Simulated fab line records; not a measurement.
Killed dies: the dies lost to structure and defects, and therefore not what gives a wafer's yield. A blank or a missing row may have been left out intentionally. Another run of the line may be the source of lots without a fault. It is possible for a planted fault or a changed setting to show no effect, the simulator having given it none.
Matching of chambers / flow nand-harc / 3 sister chambers for NHARC_P_M2_DEP_33 on pecvd-01
The step deposits SiCN, target thk 30 nm. 6 wafers are shown with their chamber, then 10 later ones without.

== EACH WAFER AND ITS CHAMBER ==
wafer=L084.3; chamber=0; heater-power-w (W)=668; heater-power-outer-w (W)=386
wafer=L088.1; chamber=0; heater-power-w (W)=650; heater-power-outer-w (W)=376
wafer=L088.3; chamber=2; heater-power-w (W)=606; heater-power-outer-w (W)=358
wafer=L088.5; chamber=1; heater-power-w (W)=438; heater-power-outer-w (W)=275
wafer=L087.3; chamber=2; heater-power-w (W)=611; heater-power-outer-w (W)=365
wafer=L087.5; chamber=1; heater-power-w (W)=518; heater-power-outer-w (W)=314

== WAFERS WHOSE CHAMBER IS MISSING ==
wafer=L087.6; heater-power-w (W)=680; heater-power-outer-w (W)=398
wafer=L091.2; heater-power-w (W)=663; heater-power-outer-w (W)=395
wafer=L091.5; heater-power-w (W)=499; heater-power-outer-w (W)=305
wafer=L091.6; heater-power-w (W)=672; heater-power-outer-w (W)=388
wafer=L094.3; heater-power-w (W)=745; heater-power-outer-w (W)=436
wafer=L094.5; heater-power-w (W)=546; heater-power-outer-w (W)=356
wafer=L094.6; heater-power-w (W)=729; heater-power-outer-w (W)=427
wafer=L096.2; heater-power-w (W)=738; heater-power-outer-w (W)=449
wafer=L096.5; heater-power-w (W)=658; heater-power-outer-w (W)=392
wafer=L096.6; heater-power-w (W)=487; heater-power-outer-w (W)=299

== CHAMBER TAKEN BY EACH ==
wafer=L087.6; from the rows above=can't be placed: 0 or 2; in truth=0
wafer=L091.2; from the rows above=can't be placed: 0 or 2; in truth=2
wafer=L091.5; from the rows above=1; in truth=1
wafer=L091.6; from the rows above=can't be placed: 0 or 2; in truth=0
wafer=L094.3; from the rows above=can't be placed: 0 or 2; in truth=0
wafer=L094.5; from the rows above=can't be placed: 2 or 0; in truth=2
wafer=L094.6; from the rows above=can't be placed: 0 or 2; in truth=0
wafer=L096.2; from the rows above=can't be placed: 0 or 2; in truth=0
wafer=L096.5; from the rows above=can't be placed: 0 or 2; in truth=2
wafer=L096.6; from the rows above=1; in truth=1
Correctly placed: 2 of 10. These rows do not allow placing 8 (true chamber among the candidates in 8). Placed wrongly: 0.
How it was worked out, from the rows above alone: a wafer's distance from a chamber is the root of the sum, over the readings, of the square of ((its reading less the chamber's mean) divided by the reading's scatter). If the next closest chamber is less than 2 further off than the closest, the wafer can't be placed; otherwise it belongs to the closest. For every chamber, the mean is computed from those of its wafers that are shown. The scatter: take each reading less its chamber's mean, square it, sum over the shown wafers, divide by the number of wafers less the number of chambers, and take the root.
